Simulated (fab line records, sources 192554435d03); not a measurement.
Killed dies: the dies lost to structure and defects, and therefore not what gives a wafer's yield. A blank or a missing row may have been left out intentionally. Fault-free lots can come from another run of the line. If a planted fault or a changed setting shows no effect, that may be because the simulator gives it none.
One fault through the eyes of 2 desks / flow n5Finfet / each desk has only its own numbers; what lay behind them comes last

## DESK OF THE TOOL OWNER: aldSin-01
The tool's own readings at N5_FIN_SAQP_SPACER2_ALD_28 (deposits SiO2, target thk 8.1 nm, pulse time 1 s, purge time 2 s): means of the sampled wafers that have a number, for each lot that ran on this tool. Marked OUT: a lot whose mean sits more than 4 standard deviations from the usual mean, which makes it out of limits; the brackets give that distance.
Columns: A = heaterPowerW at N5_FIN_SAQP_SPACER2_ALD_28, usual 483 W; B = precursorPulseHeightRel at N5_FIN_SAQP_SPACER2_ALD_28, usual 1.000; C = susceptorTempC at N5_FIN_SAQP_SPACER2_ALD_28, usual 299.99 C
lot=L156; first seen here=day 2 08:05; A=541; B=0.992; C=300.26
lot=L157; first seen here=day 2 13:54; A=529; B=1.016; C=299.75
lot=L158; first seen here=day 2 19:26; A=524; B=0.998; C=300.12
lot=L170; first seen here=day 5 21:05; A=426; B=0.982; C=279.15 (-99 or more) OUT
lot=L172; first seen here=day 6 07:14; A=408; B=1.005; C=279.01 (-99 or more) OUT
This desk finds L170, L172 out of limits, L170 being first, at day 5 21:05 (susceptorTempC at N5_FIN_SAQP_SPACER2_ALD_28). Within limits: L156, L157, L158.

## THE METROLOGY DESK
What the gauges read, lot by lot, whatever tool the lot ran on: means of the sampled wafers that have a number. Marked OUT: a lot whose mean sits more than 4 standard deviations from the usual mean, which makes it out of limits; the brackets give that distance. Of its 17 readings 7 are shown: the one that was out of limits first, and those that lie furthest out on some lot.
Columns: A = IOFF_N at N5_BEOL_M4_RC_MEAS_101, usual 0.152 nA/um; B = IOFF_N_85C at N5_BEOL_M4_RC_MEAS_101, usual 3.0 nA/um; C = IOFF_N_LIN at N5_BEOL_M4_RC_MEAS_101, usual 0.071 nA/um; D = IOFF_P at N5_BEOL_M4_RC_MEAS_101, usual 0.21 nA/um; E = ION_N at N5_BEOL_M4_RC_MEAS_101, usual 672 uA/um; F = VT_N at N5_BEOL_M4_RC_MEAS_101, usual 250 mV; G = VT_N_LVT at N5_BEOL_M4_RC_MEAS_101, usual 99 mV
lot=L156; first seen here=day 2 08:36; A=0.171; B=3.3; C=0.076; D=0.20; E=675; F=251; G=98
lot=L157; first seen here=day 2 14:26; A=0.162; B=3.2; C=0.076; D=0.23; E=677; F=248; G=99
lot=L158; first seen here=day 2 20:11; A=0.123; B=2.5; C=0.059; D=0.16; E=665; F=255; G=105
lot=L161; first seen here=day 3 16:47; A=0.163; B=3.1; C=0.075; D=0.20; E=677; F=252; G=98
lot=L170; first seen here=day 5 21:38; A=0.277 (+5.0) OUT; B=4.9 (+4.6) OUT; C=0.119 (+4.8) OUT; D=0.34 (+4.2) OUT; E=703; F=239; G=90
lot=L172; first seen here=day 6 07:47; A=0.300 (+5.9) OUT; B=5.3 (+5.5) OUT; C=0.132 (+6.2) OUT; D=0.34 (+4.2) OUT; E=718 (+4.2) OUT; F=237 (-4.3) OUT; G=86 (-4.3) OUT
lot=L176; first seen here=day 7 07:17; A=0.138; B=2.7; C=0.064; D=0.20; E=660; F=253; G=100
lot=L177; first seen here=day 7 14:16; A=0.148; B=2.9; C=0.073; D=0.22; E=682; F=249; G=102
lot=L178; first seen here=day 7 20:25; A=0.144; B=2.9; C=0.067; D=0.20; E=670; F=254; G=102
This desk's finding: out of limits on L170, L172; first on L170, day 11 21:38 (IOFF_N at N5_BEOL_M4_RC_MEAS_101). Within limits: L156, L157, L158, L161, L176, L177, L178.

## PUT TOGETHER
An alarm could have come from the tool owner's desk at day 5 21:05, on L170, L172.
An alarm was possible from the metrology desk at day 11 21:38, on L170, L172.
Every lot named ran N5_FIN_SAQP_SPACER2_ALD_28 on aldSin-01.

## WHAT THE SIMULATOR HAD INSERTED
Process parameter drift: aldSin-01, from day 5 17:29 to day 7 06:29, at N5_FIN_SAQP_SPACER2_ALD_28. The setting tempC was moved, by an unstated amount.
Lots struck among those shown: L170, L172.
Hours from the fault's start to each desk's first reading out of limits: the tool owner's desk, 4; the metrology desk, 148.
